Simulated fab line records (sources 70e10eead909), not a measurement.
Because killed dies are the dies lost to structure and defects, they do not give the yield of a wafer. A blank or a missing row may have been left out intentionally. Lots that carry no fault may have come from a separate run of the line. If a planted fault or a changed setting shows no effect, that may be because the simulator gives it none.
fab line records	flow nandHarc	part 2 of 2: steps 4 to 6 of 6
record lots=20	wafers=60	lastDay=34
route steps=1302 shown A_SGD_CUT@904 A_SLIT@938 A_WL_FILL@966 A_CONTACT@998
lots untouched by any fault: they come from a run of this same line in which no faults occurred
startH: the number of hours between the record's first day and the start of the first shown wafer of the lot	waitH: how many hours have passed since the lot's step before this one	" unchanged from the row above	L1.1+2: one row covering several wafers at once	- no value, or no start was given	* or withheld: withheld	< > ~ a bound
route shown NAME@n: names a module that has steps shown in the file, with the first one's number in the route	usual: mean/standard deviation of fault-free wafers	same: alike in all rows	chamber/n: place in a boat	sites: the reading at each site	_std_site: standard deviation across them	_edge_site: outer sites' mean less inner sites'	radiusMm: for every site, how far away it sits from the centre of the wafer	mask NAME#n: copy n	behind: the last tool/chamber to shape the wafer	hold: what put the lot on hold/how long, in hours/how the hold closed	device: the transistor (n, p or np) that didn't switch	end of line: tests of these same wafers at the route's end	a step given without rows: its recipe and nothing more	killed: not the wafer's yield, but the dies lost to structure and defects at the first sort	map: shows each die of a wafer: x if killed, . if not, _ if none is there
set.NAME: the setting the step ran with; set.NAME@STEP: the setting that earlier step ran with	model.NAME: the simulator's own value behind a step, which no gauge read
a sample of lots followed through the steps of the route, with each step as a table and each wafer as a row
services: a tool's chamber out of use, with start hour (startH, from the record's first day; less than 0 if before it), hours out, and reason
## steps
# step NHARC_A_SLIT_ETCH_29
# recipe targetDepthA=1000	overetchA=100	timeS=55	ionEnergyEv=100	cf4FlowSccm=80	o2FlowSccm=20	arFlowSccm=0	rfW=300	biasW=100	chemistry=CF4/O2
# usual chamberPressureMTorr=30.001/0.027	drypumpMotorCurrentA=5.7/0.49	oesProductAu=1.000/0.0085	rfVppV=197.4/1.5	showerheadPlenumPTorr=1.31/0.058	throttleValvePct=13.395/0.0095
lot.wafer	tool	chamber	startH	waitH	chamberPressureMTorr	drypumpMotorCurrentA	oesProductAu	rfHoursCounterH	rfVppV	showerheadPlenumPTorr	throttleValvePct
L074.4	rieDiel-06	3	455.14	0.1	30.013	5.8	1.011	9	197.8	1.37	13.410
L074.5	"	2	"	"	30.016	5.8	0.999	-	196.0	1.25	13.409
L074.6	"	3	"	"	30.005	5.8	1.008	-	199.9	1.37	13.395
L075.1	rieDiel-06	3	467.29	0.1	30.002	5.7	1.014	9	197.6	1.37	13.396
L075.5	"	2	"	"	30.017	5.7	1.001	-	196.4	1.25	13.400
L075.6	"	3	"	"	30.031	5.8	1.016	-	197.5	1.37	13.401
L076.1	rieDiel-11	3	467.57	0.1	30.016	4.9	1.007	2	194.9	1.27	13.387
L076.2	"	0	"	"	30.033	5.9	1.009	2	195.3	1.26	13.396
L076.5	"	1	"	"	30.001	5.6	1.000	-	199.7	1.33	13.381
L078.3	rieDiel-07	0	480.90	0.1	29.964	6.5	1.010	0	198.6	1.39	13.411
L078.1	"	2	"	"	30.018	5.4	1.005	0	199.7	1.43	13.385
L078.6	"	1	"	"	29.981	5.3	1.000	-	195.8	1.26	13.406
L077.4	rieDiel-07	2	484.72	0.1	30.003	5.4	1.019	0	200.1	1.43	13.394
L077.1	"	3	"	"	29.999	6.2	1.000	0	196.2	1.27	13.397
L077.6	"	1	"	"	30.028	5.2	0.995	-	196.3	1.26	13.398
L079.1	rieDiel-07	0	485.25	0.1	30.025	6.5	1.007	0	199.4	1.39	13.389
L079.3	"	1	"	"	30.061	5.3	0.997	0	197.0	1.26	13.398
L079.5	"	2	"	"	29.991	5.5	1.015	-	199.6	1.43	13.399
L081.1	rieDiel-07	0	501.63	0.1	30.025	6.5	1.011	1	198.8	1.39	13.389
L081.3	"	3	"	"	29.972	6.2	1.002	1	196.8	1.27	13.397
L081.5	"	0	"	"	29.972	6.5	1.017	-	199.1	1.39	13.395
L083.2	rieDiel-06	3	534.31	0.1	29.971	5.7	1.011	2	197.7	1.37	13.407
L083.4	"	0	"	"	29.955	6.1	1.002	2	196.9	1.32	13.396
L083.1	"	1	"	"	29.963	5.0	0.999	2	198.0	1.35	13.400
L082.4	rieDiel-06	3	537.17	0.1	30.036	5.8	1.020	3	198.5	1.37	13.388
L082.2	"	0	"	"	29.989	6.1	0.993	2	196.8	1.32	13.394
L082.5	"	2	"	"	29.946	5.8	1.009	-	196.3	1.25	13.404
L084.2	rieDiel-07	0	555.19	0.1	30.026	6.5	1.001	5	198.9	1.38	13.375
L084.5	"	2	"	"	29.976	5.5	1.006	-	200.9	1.43	13.404
L084.6	"	3	"	"	29.971	6.2	0.993	-	197.4	1.27	13.396
L085.3	rieDiel-11	0	555.43	0.1	29.989	6.0	0.997	8	195.1	1.26	13.377
L085.5	"	3	"	"	29.996	4.9	0.994	-	196.0	1.26	13.390
L085.6	"	0	"	"	30.008	5.9	1.005	-	196.7	1.26	13.395
L087.1	rieDiel-11	1	577.44	0.1	29.934	5.6	0.980	9	198.6	1.33	13.405
L087.5	"	0	"	"	29.996	5.9	0.997	-	196.4	1.26	13.391
L087.6	"	1	"	"	29.957	5.6	0.981	-	196.1	1.33	13.379
L086.2	rieDiel-11	0	578.29	0.1	29.968	5.9	1.007	9	198.0	1.26	13.419
L086.5	"	3	"	"	30.010	4.9	0.993	-	195.8	1.27	13.403
L086.6	"	0	"	"	29.989	6.0	0.992	-	196.1	1.26	13.402
L091.3	rieDiel-07	0	608.51	0.1	30.001	6.5	1.011	7	199.2	1.38	13.398
L091.1	"	2	"	"	30.043	5.4	0.992	7	200.1	1.43	13.408
L091.5	"	0	"	"	29.948	6.5	0.990	-	199.2	1.38	13.391
L090.2	rieDiel-07	3	608.94	0.1	30.000	6.2	1.005	6	195.6	1.27	13.413
L090.1	"	0	"	"	30.021	6.5	1.003	7	199.8	1.38	13.397
L090.6	"	2	"	"	29.982	5.4	0.997	-	199.6	1.43	13.391
L092.3	rieDiel-07	2	629.39	0.1	30.021	5.4	0.991	8	199.1	1.43	13.379
L092.2	"	0	"	"	30.013	6.5	0.992	8	199.5	1.38	13.397
L092.4	"	1	"	"	30.012	5.3	0.994	9	196.5	1.25	13.404
L093.2	rieDiel-06	0	650.35	0.1	29.981	6.1	0.998	12	197.0	1.31	13.389
L093.6	"	0	"	"	29.984	6.1	0.984	-	197.1	1.31	13.396
L093.5	"	1	"	"	29.971	5.0	1.001	-	198.3	1.35	13.403
L095.1	rieDiel-11	0	653.26	0.1	30.058	5.9	1.001	1	196.4	1.26	13.398
L095.3	"	1	"	"	29.974	5.6	0.988	2	197.4	1.33	13.408
L095.6	"	2	"	"	29.979	6.3	1.005	-	197.6	1.29	13.391
L096.1	rieDiel-07	3	672.45	0.1	29.990	6.2	1.012	1	197.5	1.27	13.399
L096.3	"	0	"	"	30.048	6.5	0.999	1	199.3	1.38	13.386
L096.2	"	1	"	"	29.975	5.3	0.994	1	196.8	1.25	13.385
L097.3	rieDiel-11	1	697.36	0.1	30.015	5.6	0.978	4	196.7	1.33	13.413
L097.1	"	2	"	"	29.961	6.3	0.999	6	197.0	1.29	13.385
L097.2	"	3	"	"	30.033	4.9	0.992	6	196.2	1.26	13.393
# step NHARC_A_WL_FILL_ETCHBACK_16
# recipe targetDepthA=1200	timeS=24	c4f8FlowSccm=withheld	o2FlowSccm=8	arFlowSccm=withheld	rfW=600	biasW=800	chemistry=C4F8/O2/Ar
# usual chamberPressureMTorr=25.000/0.021	oesProductAu=0.983/0.028	rfVppV=723/4.1
lot.wafer	tool	chamber	startH	waitH	chamberPressureMTorr	oesProductAu	rfHoursCounterH	rfVppV
L074.4	rieDiel-03	3	-	-	25.013	0.989	0.0	720
L074.5	"	0	"	"	25.019	1.010	-	725
L074.6	"	1	"	"	24.993	0.997	-	719
L076.2	rieDiel-04	1	-	-	25.010	0.904	5.0	730
L076.1	"	2	"	"	25.024	0.914	6.4	719
L076.5	"	1	"	"	24.997	0.911	-	729
L075.1	rieDiel-02	0	-	-	24.943	0.996	2.2	725
L075.5	"	1	"	"	25.000	0.994	-	721
L075.6	"	2	"	"	25.007	1.001	-	723
L078.3	rieDiel-03	2	-	-	24.993	0.997	1.0	730
L078.1	"	1	"	"	24.993	1.011	0.9	719
L078.6	"	3	"	"	24.996	0.989	-	720
L077.4	rieDiel-03	3	-	-	24.994	1.009	1.2	721
L077.1	"	0	"	"	24.981	1.012	1.1	725
L077.6	"	0	"	"	24.990	1.012	-	726
L079.1	rieDiel-02	1	-	-	25.002	0.992	3.1	720
L079.3	"	2	"	"	25.004	0.995	3.0	722
L079.5	"	2	"	"	24.988	0.980	-	723
L081.1	rieDiel-03	2	-	-	24.959	0.925	1.2	729
L081.3	"	3	"	"	24.980	0.917	1.3	720
L081.5	"	3	"	"	24.997	0.913	-	719
L083.4	rieDiel-03	3	-	-	24.987	0.987	2.0	719
L083.2	"	1	"	"	24.999	1.001	1.8	720
L083.1	"	2	"	"	25.017	0.995	1.8	730
L082.4	rieDiel-04	3	-	-	24.988	1.009	0.6	726
L082.2	"	2	"	"	25.028	0.986	0.3	719
L082.5	"	3	"	"	24.984	1.011	-	726
L085.3	rieDiel-03	0	-	-	25.007	1.005	3.1	726
L085.5	"	1	"	"	25.067	1.000	-	718
L085.6	"	2	"	"	24.971	1.002	-	731
L084.2	rieDiel-04	0	-	-	25.012	0.987	1.3	718
L084.5	"	0	"	"	24.979	0.982	-	720
L084.6	"	3	"	"	25.006	1.002	-	725
L086.2	rieDiel-03	2	-	-	25.011	0.987	3.5	729
L086.5	"	3	"	"	24.975	0.986	-	720
L086.6	"	2	"	"	24.987	0.999	-	729
L087.1	rieDiel-04	1	-	-	24.969	0.969	2.2	729
L087.5	"	2	"	"	25.014	0.993	-	720
L087.6	"	3	"	"	25.003	0.995	-	728
L091.1	rieDiel-03	2	-	-	24.995	0.910	4.2	729
L091.3	"	3	"	"	25.000	0.902	4.2	720
L091.5	"	1	"	"	24.998	0.926	-	720
L090.2	rieDiel-02	2	-	-	24.988	0.996	0.8	722
L090.1	"	3	"	"	25.018	0.991	1.6	720
L090.6	"	3	"	"	24.977	0.985	-	719
L092.2	rieDiel-02	3	-	-	24.975	0.980	2.3	718
L092.4	"	0	"	"	24.975	1.006	2.1	725
L092.3	"	1	"	"	25.026	0.990	1.9	721
L095.3	rieDiel-04	1	-	-	25.012	0.989	6.2	730
L095.1	"	2	"	"	25.000	0.994	5.8	720
L095.6	"	1	"	"	24.993	0.988	-	728
L093.2	rieDiel-02	3	-	-	24.988	1.000	3.4	720
L093.5	"	2	"	"	24.953	1.019	-	723
L093.6	"	3	"	"	24.986	0.992	-	718
L096.1	rieDiel-02	0	-	-	24.965	0.999	3.6	726
L096.2	"	1	"	"	25.020	0.990	3.5	719
L096.3	"	3	"	"	25.012	0.989	3.7	718
L097.1	rieDiel-02	2	-	-	25.043	0.999	2.9	723
L097.3	"	3	"	"	25.014	0.993	4.0	720
L097.2	"	0	"	"	25.013	0.995	4.0	728
# step NHARC_A_CONTACT_OVL_MEAS_43
# usual overlayXNm=0.2/0.75	overlayYNm=0.0/1.1
lot.wafer	tool	chamber	startH	waitH	overlayXNm	overlayYNm
L074.4	overlay-01	-	487.28	-	-1.0	0.6
L074.5	"	-	"	"	-1.4	1.0
L074.6	"	-	"	"	-1.0	0.8
L076.1	overlay-01	-	502.75	-	1.5	-0.8
L076.2	"	-	"	"	0.2	-0.5
L076.5	"	-	"	"	0.6	-0.1
L075.1	overlay-01	-	503.25	-	0.3	0.8
L075.5	"	-	"	"	0.0	1.3
L075.6	"	-	"	"	-0.2	0.8
L078.1	overlay-02	-	511.95	-	-0.3	0.9
L078.3	"	-	"	"	-0.4	1.1
L078.6	"	-	"	"	-0.5	1.2
L077.1	overlay-02	-	519.14	-	1.6	0.3
L077.4	"	-	"	"	1.3	0.6
L077.6	"	-	"	"	1.5	0.8
L079.1	overlay-02	-	519.29	-	-0.1	0.7
L079.3	"	-	"	"	0.5	0.6
L079.5	"	-	"	"	0.0	-0.2
L081.1	overlay-01	-	536.44	-	0.0	-0.6
L081.3	"	-	"	"	-0.7	0.1
L081.5	"	-	"	"	0.2	-0.2
L083.1	overlay-02	-	565.11	-	-0.3	-1.1
L083.2	"	-	"	"	-0.4	-0.9
L083.4	"	-	"	"	-0.4	-0.8
L082.2	overlay-01	-	569.88	-	-0.2	0.3
L082.4	"	-	"	"	-0.8	0.0
L082.5	"	-	"	"	-0.5	0.1
L085.3	overlay-01	-	586.23	-	0.3	1.1
L085.5	"	-	"	"	0.1	0.9
L085.6	"	-	"	"	0.6	2.3
L084.2	overlay-02	-	586.71	-	0.6	1.2
L084.5	"	-	"	"	0.6	0.7
L084.6	"	-	"	"	0.7	1.1
L087.1	overlay-01	-	610.49	-	-1.4	0.3
L087.5	"	-	"	"	-0.9	0.1
L087.6	"	-	"	"	-0.4	0.3
L086.2	overlay-01	-	612.25	-	-0.1	0.1
L086.5	"	-	"	"	1.1	-0.4
L086.6	"	-	"	"	0.2	0.4
L091.1	overlay-02	-	638.69	-	0.6	-1.8
L091.3	"	-	"	"	0.6	-1.7
L091.5	"	-	"	"	1.0	-1.4
L090.1	overlay-02	-	640.73	-	-0.3	-0.4
L090.2	"	-	"	"	-0.3	0.1
L090.6	"	-	"	"	-0.2	0.2
L092.2	overlay-02	-	661.91	-	-0.8	1.1
L092.3	"	-	"	"	-1.2	0.6
L092.4	"	-	"	"	-0.7	1.0
L093.2	overlay-01	-	687.27	-	0.1	-0.4
L093.5	"	-	"	"	0.6	-0.4
L093.6	"	-	"	"	-0.1	0.1
L095.1	overlay-01	-	687.52	-	0.2	0.0
L095.3	"	-	"	"	0.6	-0.2
L095.6	"	-	"	"	0.8	0.1
L096.1	overlay-01	-	706.53	-	-0.9	-0.7
L096.2	"	-	"	"	-1.2	-1.1
L096.3	"	-	"	"	-0.7	-1.4
L097.1	overlay-02	-	730.42	-	1.2	-0.2
L097.2	"	-	"	"	0.6	0.3
L097.3	"	-	"	"	0.5	-0.2
## services
tool	chamber	startH	hours	kind
rieDiel-06	3	422.77	7.5	repair
rieDiel-09	-	431.21	0.8	repair
rieDiel-12	1	432.44	2.9	repair
rieDiel-09	0	435.91	5.6	repair
rieDiel-13	0	444.26	5.5	repair
rieDiel-12	-	445.40	9.0	pm
rieDiel-13	-	455.51	0.3	repair
rieDiel-07	-	471.20	9.0	pm
rieDiel-13	0	478.83	15.8	repair
rieDiel-06	0	484.66	6.1	repair
rieDiel-06	-	484.96	9.0	pm
rieDiel-09	1	487.62	9.8	repair
rieDiel-12	1	492.59	1.6	repair
rieDiel-09	-	497.10	9.0	pm
rieDiel-13	-	519.21	9.0	pm
rieDiel-09	-	543.61	0.3	repair
rieDiel-06	3	564.28	5.0	repair
rieDiel-07	2	576.08	5.1	repair
rieDiel-09	2	580.55	15.0	repair
rieDiel-12	-	622.40	9.0	pm
rieDiel-07	-	648.20	9.0	pm
rieDiel-07	0	689.69	3.7	repair
rieDiel-12	0	692.26	21.1	repair
rieDiel-07	2	717.32	4.5	repair
